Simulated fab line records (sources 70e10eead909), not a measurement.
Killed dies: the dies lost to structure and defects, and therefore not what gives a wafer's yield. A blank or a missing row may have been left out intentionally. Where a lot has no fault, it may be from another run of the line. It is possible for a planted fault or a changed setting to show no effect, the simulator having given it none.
fab line records -- flow nand_harc
[record] lots = 12, wafers = 36, last_day = 25
route steps=1159 shown A_CONTACT@939
lots that met no fault: taken from a fault-free run of the same line
start_h: hours from the record's opening day to when the first of the lot's shown wafers began -- wait_h: hours elapsed since this lot's preceding step -- " same as the row above -- L1.1+2: one row covering several wafers at once -- - either no value or no given start -- * or withheld: withheld -- < > ~ a bound
route shown NAME@n: names a module that has steps shown in the file, with the first one's number in the route -- usual: average and standard deviation across the fault-free wafers -- same: alike in all rows -- chamber/n: place in a boat -- sites: the reading at each site -- _std_site: the standard deviation of these -- _edge_site: inner sites' mean taken away from outer sites' mean -- radius_mm: for every site, how far away it sits from the centre of the wafer -- mask NAME#n: copy n -- behind: the last tool/chamber to shape the wafer -- hold: cause of the lot's hold/its duration in hours/its outcome -- device: the transistor (n, p or np) that didn't switch -- end of line: tests of these same wafers at the route's end -- where a step has no rows: the recipe by itself -- killed: count of dies lost to structure and defects at first sort (not the wafer's yield) -- map: a wafer's dies, x killed, . not, _ none there
set.NAME: the setting as run; set.NAME@STEP: as run at that earlier step -- model.NAME: the simulator's own value behind a step, which no gauge read
steps of the route over a sample of lots; a table a step, a row a wafer
services: a tool's chamber out of use, with start hour (start_h, from the record's first day; less than 0 if before it), hours out, and reason
[[steps]]
[step NHARC_A_CONTACT_ETCH_88]
[recipe] target_depth_a = 390, over_etch_frac = 0.3, time_s = 65, ion_energy_ev = 80, cf4_flow_sccm = 150, ar_flow_sccm = 0, rf_w = 300, bias_w = 100, chemistry = CF4
[usual] bias_w = 100.0/0.31, drypump_motor_current_A = 5.6/0.45, oes_product_au = 1.004/0.013, rf_vpp_V = 150.6/1.1, showerhead_plenum_p_Torr = 1.72/0.071, throttle_valve_pct = 13.284/0.0095
lot.wafer,tool,chamber,start_h,wait_h,bias_w,drypump_motor_current_A,oes_product_au,rf_hours_counter_h,rf_vpp_V,showerhead_plenum_p_Torr,throttle_valve_pct
L147.4,rie_diel-05,0,375.35,0.1,99.9,5.6,1.007,7,149.5,1.66,13.282
L147.3,rie_diel-05,1,375.35,0.1,99.6,5.4,0.989,7,150.9,1.71,13.285
L147.2,rie_diel-05,2,375.35,0.1,99.9,5.6,0.983,7,151.3,1.70,13.298
L148.4,rie_diel-07,0,396.18,0.1,99.9,5.3,1.028,55,149.8,1.64,13.284
L148.1,rie_diel-07,1,396.18,0.1,99.9,6.4,1.015,55,151.2,1.81,13.283
L148.3,rie_diel-07,3,396.18,0.1,99.8,5.4,1.004,60,152.5,1.88,13.268
L154.2,rie_diel-05,0,435.78,0.1,100.2,5.6,0.996,19,150.3,1.66,13.289
L154.6,rie_diel-05,3,435.78,0.1,99.9,5.5,1.014,-,151.3,1.70,13.285
L154.5,rie_diel-05,0,435.78,0.1,100.3,5.6,1.006,-,150.2,1.66,13.287
L156.4,rie_diel-11,1,444.71,0.1,100.1,5.1,1.000,23,149.0,1.66,13.296
L156.3,rie_diel-11,3,444.71,0.1,100.1,5.5,1.020,24,150.5,1.67,13.274
L156.5,rie_diel-11,0,444.71,0.1,99.9,6.0,0.995,-,150.7,1.79,13.275
L157.1,rie_diel-05,3,445.56,0.1,99.8,5.5,1.015,19,150.8,1.70,13.273
L157.6,rie_diel-05,2,445.56,0.1,99.7,5.6,0.984,-,150.4,1.70,13.285
L157.5,rie_diel-05,3,445.56,0.1,99.9,5.5,1.016,-,147.8,1.70,13.282
L160.4,rie_diel-11,1,466.41,0.1,100.0,5.1,1.000,32,149.8,1.66,13.282
L160.2,rie_diel-11,2,466.41,0.1,100.5,5.1,0.996,32,152.1,1.68,13.283
L160.3,rie_diel-11,3,466.41,0.1,100.0,5.5,1.012,34,150.1,1.67,13.275
L164.2,rie_diel-05,3,499.88,0.1,100.5,5.5,1.025,29,149.8,1.69,13.268
L164.4,rie_diel-05,0,499.88,0.1,99.9,5.6,1.009,29,150.1,1.66,13.294
L164.3,rie_diel-05,2,499.88,0.1,100.1,5.6,0.989,28,150.6,1.70,13.283
L167.1,rie_diel-07,2,515.22,0.1,99.5,6.8,0.987,36,150.5,1.72,13.289
L167.3,rie_diel-07,0,515.22,0.1,100.0,5.3,0.995,30,152.6,1.90,13.291
L167.5,rie_diel-07,3,515.22,0.1,100.1,5.4,1.000,-,152.5,1.87,13.277
L168.2,rie_diel-05,0,518.33,0.1,100.0,5.5,1.011,34,149.6,1.66,13.288
L168.4,rie_diel-05,2,518.33,0.1,99.9,5.6,0.999,33,150.0,1.69,13.289
L168.6,rie_diel-05,1,518.33,0.1,100.3,5.4,1.017,-,150.9,1.71,13.280
L169.3,rie_diel-07,3,519.45,0.1,100.4,5.5,1.001,35,151.5,1.87,13.278
L169.1,rie_diel-07,1,519.45,0.1,100.0,6.4,1.019,34,152.1,1.80,13.274
L169.5,rie_diel-07,2,519.45,0.1,99.6,6.7,0.995,-,149.5,1.72,13.298
L166.2,rie_diel-11,0,525.23,0.2,100.1,6.0,1.004,50,151.1,1.78,13.269
L166.4,rie_diel-11,1,525.23,0.2,100.3,5.1,0.995,51,149.8,1.65,13.291
L166.5,rie_diel-11,0,525.23,0.2,100.2,6.0,1.009,-,151.6,1.78,13.276
L170.2,rie_diel-07,2,526.44,0.2,99.9,6.7,0.989,41,151.6,1.72,13.286
L170.3,rie_diel-07,0,526.44,0.2,100.0,5.3,1.001,36,153.8,1.90,13.282
L170.4,rie_diel-07,2,526.44,0.2,99.8,6.7,0.992,-,149.9,1.72,13.270
[step NHARC_A_CONTACT_ETCH_30]
[recipe] target_depth_a = 605, time_s = 30.2, cf4_flow_sccm = 100, chf3_flow_sccm = 30, ar_flow_sccm = 0, rf_w = 500, bias_w = 200, chemistry = CF4/CHF3
[usual] bias_w = 199.9/0.6, chf3_flow_sccm = 30.01/0.088, drypump_motor_current_A = 5.7/0.47, oes_product_au = 0.937/0.022, rf_vpp_V = 369.3/2.2, showerhead_plenum_p_Torr = 1.53/0.064, throttle_valve_pct = 16.801/0.0091
lot.wafer,tool,chamber,start_h,wait_h,bias_w,chf3_flow_sccm,drypump_motor_current_A,oes_product_au,rf_hours_counter_h,rf_vpp_V,showerhead_plenum_p_Torr,throttle_valve_pct
L147.4,rie_diel-05,2,-,-,200.5,29.96,5.6,0.914,7,368.5,1.51,16.803
L147.2,rie_diel-05,3,-,-,199.2,30.03,5.5,0.942,7,368.6,1.51,16.790
L147.3,rie_diel-05,0,-,-,199.9,29.92,5.6,0.932,7,367.5,1.48,16.814
L148.3,rie_diel-07,1,-,-,199.3,30.29,6.3,0.930,55,372.9,1.61,16.806
L148.1,rie_diel-07,2,-,-,200.4,29.99,6.8,0.926,54,369.6,1.54,16.808
L148.4,rie_diel-07,3,-,-,200.2,30.02,5.4,0.918,60,374.9,1.67,16.806
L154.2,rie_diel-05,3,-,-,199.1,30.04,5.5,0.946,18,369.6,1.51,16.796
L154.5,rie_diel-05,2,-,-,199.1,30.05,5.6,0.910,-,367.6,1.51,16.804
L154.6,rie_diel-05,3,-,-,199.1,29.92,5.5,0.944,-,369.2,1.51,16.819
L156.4,rie_diel-11,2,-,-,199.5,29.97,5.1,0.964,23,366.8,1.50,16.790
L156.3,rie_diel-11,3,-,-,201.0,30.10,5.5,0.962,24,367.1,1.49,16.796
L156.5,rie_diel-11,2,-,-,199.4,29.92,5.1,0.958,-,368.6,1.50,16.783
L157.1,rie_diel-05,2,-,-,199.6,29.97,5.6,0.901,21,368.4,1.51,16.786
L157.6,rie_diel-05,0,-,-,199.9,29.98,5.6,0.939,-,368.1,1.47,16.807
L157.5,rie_diel-05,1,-,-,199.1,30.03,5.4,0.921,-,370.2,1.52,16.800
L160.2,rie_diel-11,0,-,-,200.2,29.91,6.0,0.958,34,372.2,1.59,16.796
L160.3,rie_diel-11,1,-,-,200.4,29.95,5.1,0.974,32,366.6,1.47,16.802
L160.4,rie_diel-11,2,-,-,200.4,29.99,5.1,0.980,32,368.8,1.50,16.786
L164.3,rie_diel-05,3,-,-,200.6,29.95,5.5,0.943,29,367.9,1.51,16.798
L164.2,rie_diel-05,0,-,-,199.6,29.97,5.6,0.930,30,366.9,1.47,16.788
L164.4,rie_diel-05,1,-,-,199.6,29.85,5.4,0.929,26,368.0,1.52,16.814
L167.1,rie_diel-07,2,-,-,199.6,30.05,6.7,0.915,36,369.3,1.53,16.798
L167.3,rie_diel-07,3,-,-,199.5,30.07,5.4,0.924,34,373.4,1.66,16.819
L167.5,rie_diel-07,2,-,-,198.8,30.01,6.7,0.917,-,368.5,1.53,16.793
L168.2,rie_diel-11,0,518.84,-,201.1,30.06,6.0,0.921,47,370.6,1.59,16.798
L168.4,rie_diel-11,1,518.84,-,199.5,30.10,5.1,0.915,47,367.6,1.47,16.789
L168.6,rie_diel-11,3,518.84,-,199.2,29.92,5.4,0.930,-,367.3,1.48,16.795
L169.1,rie_diel-07,0,-,-,200.1,30.15,5.3,0.930,32,373.3,1.69,16.798
L169.3,rie_diel-07,1,-,-,199.7,30.00,6.3,0.945,34,370.6,1.60,16.799
L169.5,rie_diel-07,3,-,-,199.3,29.97,5.4,0.934,-,373.6,1.66,16.815
L166.2,rie_diel-11,0,-,-,199.4,30.09,6.0,0.932,51,370.6,1.59,16.794
L166.4,rie_diel-11,3,-,-,198.9,30.07,5.5,0.926,50,368.5,1.48,16.813
L166.5,rie_diel-11,1,-,-,199.4,30.05,5.1,0.909,-,366.1,1.47,16.800
L170.3,rie_diel-07,2,-,-,200.2,30.05,6.7,0.911,41,369.1,1.53,16.805
L170.2,rie_diel-07,0,-,-,199.2,29.97,5.3,0.927,36,374.7,1.69,16.796
L170.4,rie_diel-07,1,-,-,199.9,30.04,6.3,0.935,-,371.5,1.60,16.807
[step NHARC_A_CONTACT_ETCH_138]
[recipe] source_w = withheld, pressure_mtorr = 20, bias_v = 3000, time_s = 132, target_depth_a = 12890, ar_flow_sccm = withheld, c4f8_flow_sccm = withheld, o2_flow_sccm = withheld, chemistry = C4F8/O2/Ar
lot.wafer,tool,chamber,start_h,wait_h,rf_hours_counter_h
L147.2,har_cap_etch-02,0,376.87,0.1,10
L147.4,har_cap_etch-02,0,376.87,0.1,-
L147.3,har_cap_etch-02,1,376.87,0.1,-
L148.1,har_cap_etch-03,0,397.90,0.1,87
L148.3,har_cap_etch-03,0,397.90,0.1,-
L148.4,har_cap_etch-03,1,397.90,0.1,-
L154.2,har_cap_etch-03,1,437.28,0.1,94
L154.5,har_cap_etch-03,0,437.28,0.1,-
L154.6,har_cap_etch-03,1,437.28,0.1,-
L156.4,har_cap_etch-01,1,446.26,0.1,-
L156.3,har_cap_etch-01,0,446.26,0.1,-
L156.5,har_cap_etch-01,1,446.26,0.1,-
L157.1,har_cap_etch-03,0,447.11,0.1,95
L157.6,har_cap_etch-03,1,447.11,0.1,-
L157.5,har_cap_etch-03,0,447.11,0.1,-
L160.2,har_cap_etch-02,1,467.94,0.1,26
L160.4,har_cap_etch-02,0,467.94,0.1,-
L160.3,har_cap_etch-02,1,467.94,0.1,-
L164.2,har_cap_etch-01,1,501.35,0.1,75
L164.4,har_cap_etch-01,1,501.35,0.1,-
L164.3,har_cap_etch-01,0,501.35,0.1,-
L167.1,har_cap_etch-02,0,516.71,0.1,33
L167.3,har_cap_etch-02,1,516.71,0.1,-
L167.5,har_cap_etch-02,0,516.71,0.1,-
L168.2,har_cap_etch-02,1,519.89,0.1,34
L168.4,har_cap_etch-02,0,519.89,0.1,-
L168.6,har_cap_etch-02,1,519.89,0.1,-
L169.1,har_cap_etch-03,0,521.02,0.1,110
L169.3,har_cap_etch-03,1,521.02,0.1,-
L169.5,har_cap_etch-03,0,521.02,0.1,-
L166.2,har_cap_etch-02,0,528.06,0.1,36
L166.4,har_cap_etch-02,0,528.06,0.1,-
L166.5,har_cap_etch-02,1,528.06,0.1,-
L170.2,har_cap_etch-03,1,528.37,0.1,112
L170.3,har_cap_etch-03,1,528.37,0.1,-
L170.4,har_cap_etch-03,0,528.37,0.1,-
[step NHARC_A_CONTACT_ALD_18]
[recipe] target_thk_a = 30, pulse_time_s = 1, ald_cycles = 150, temp_c = 450, material = TiN
[usual] ald_cycles = 150/0, heater_power_w = 1071/140, precursor_pulse_height_rel = 1.003/0.02
lot.wafer,tool,chamber,start_h,wait_h,ald_cycles,heater_power_w,precursor_pulse_height_rel
L147.2,ald_metal-02,1,378.56,-,150,1178,0.998
L147.4,ald_metal-02,2,378.56,-,150,933,1.000
L147.3,ald_metal-02,0,378.56,-,150,1080,1.033
L148.4,ald_metal-02,3,399.72,-,150,920,0.983
L148.3,ald_metal-02,0,399.72,-,150,1057,1.045
L148.1,ald_metal-02,2,399.72,-,150,890,0.981
L154.2,ald_metal-02,0,439.01,-,150,1075,1.002
L154.5,ald_metal-02,3,439.01,-,172,927,0.998
L154.6,ald_metal-02,0,439.01,-,150,1069,0.966
L156.4,ald_metal-02,3,448.12,-,172,913,0.968
L156.3,ald_metal-02,0,448.12,-,150,1071,0.988
L156.5,ald_metal-02,3,448.12,-,172,924,1.021
L157.1,ald_metal-02,1,450.43,-,150,1163,1.030
L157.6,ald_metal-02,3,450.43,-,150,944,1.004
L157.5,ald_metal-02,0,450.43,-,172,1092,0.977
L160.4,ald_metal-01,1,469.65,-,150,902,1.014
L160.3,ald_metal-01,2,469.65,-,150,1160,0.981
L160.2,ald_metal-01,3,469.65,-,150,1175,0.996
L164.3,ald_metal-01,1,503.20,-,150,904,1.000
L164.2,ald_metal-01,2,503.20,-,150,1154,0.968
L164.4,ald_metal-01,3,503.20,-,150,1159,1.014
L167.3,ald_metal-01,1,518.40,-,150,907,1.014
L167.1,ald_metal-01,3,518.40,-,150,1204,1.009
L167.5,ald_metal-01,0,518.40,-,150,1020,0.991
L168.2,ald_metal-04,2,521.88,-,150,1102,1.014
L168.4,ald_metal-04,3,521.88,-,150,1150,1.020
L168.6,ald_metal-04,0,521.88,-,150,1274,0.975
L169.3,ald_metal-02,3,523.45,-,150,916,0.994
L169.1,ald_metal-02,2,523.45,-,150,938,1.019
L169.5,ald_metal-02,0,523.45,-,150,1071,1.011
L166.2,ald_metal-04,1,530.01,-,150,1256,0.981
L166.4,ald_metal-04,0,530.01,-,150,1291,1.013
L166.5,ald_metal-04,2,530.01,-,150,1136,1.035
L170.3,ald_metal-02,2,530.36,-,150,949,0.984
L170.4,ald_metal-02,3,530.36,-,150,952,0.993
L170.2,ald_metal-02,0,530.36,-,150,1075,0.993
[[services]]
tool,chamber,start_h,hours,kind
ald_metal-01,2,359.99,1.8,repair
ald_metal-02,-,364.82,10.0,pm
rie_diel-11,-,369.76,9.0,pm
ald_metal-04,-,374.14,1.5,repair
rie_diel-05,0,375.21,-,clean
rie_diel-05,1,375.21,-,clean
rie_diel-05,2,375.21,-,clean
rie_diel-05,3,375.21,-,clean
ald_metal-04,-,387.57,6.2,repair
ald_metal-01,3,394.95,22.3,repair
rie_diel-05,0,399.71,-,clean
rie_diel-05,1,402.40,9.1,repair
rie_diel-05,3,404.23,2.5,repair
rie_diel-07,-,405.52,9.0,pm
ald_metal-04,-,406.00,10.0,pm
ald_metal-01,-,428.66,0.7,repair
ald_metal-02,-,429.70,1.8,repair
ald_metal-04,3,440.69,9.7,repair
ald_metal-01,-,458.00,10.0,pm
rie_diel-07,3,470.36,5.2,repair
rie_diel-05,2,490.41,3.5,repair
rie_diel-05,1,500.95,8.1,repair
rie_diel-05,-,518.63,9.0,pm
rie_diel-07,3,526.22,4.6,repair
[[key]]
[first_sign] step = NHARC_A_CONTACT_ALD_18, reading = ald_cycles, direction = up, sigmas = 99+, usual = 150, struck = 172
effect none on later readings
met_at NHARC_A_CONTACT_ALD_18
struck_lots L154,L156,L157
struck_wafers L154.5,L156.4,L156.5,L157.5
tester_left_out L154,L156,L157
not_acting_at NHARC_A_CONTACT_ETCH_88,NHARC_A_CONTACT_ETCH_30,NHARC_A_CONTACT_ETCH_138
onset_between 399.72 439.01
[fault] kind = process_parameter_drift, tool = ald_metal-02, chamber = -, onset_h = 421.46, steps = NHARC_A_CONTACT_ALD_18, channel = ald_cycles, offset = 22, shape = step, end_h = 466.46, scope = struck_wafers_only, acts_in = these_recipes_only, stated = 150
// tester_left_out: of these lots the tester's yield and bins aren't shown, on N5 and GAA mostly nor the transistor test; their killed dies are dies lost to structure and defects alone, not to doping, threshold or leakage, so they don't give the yield
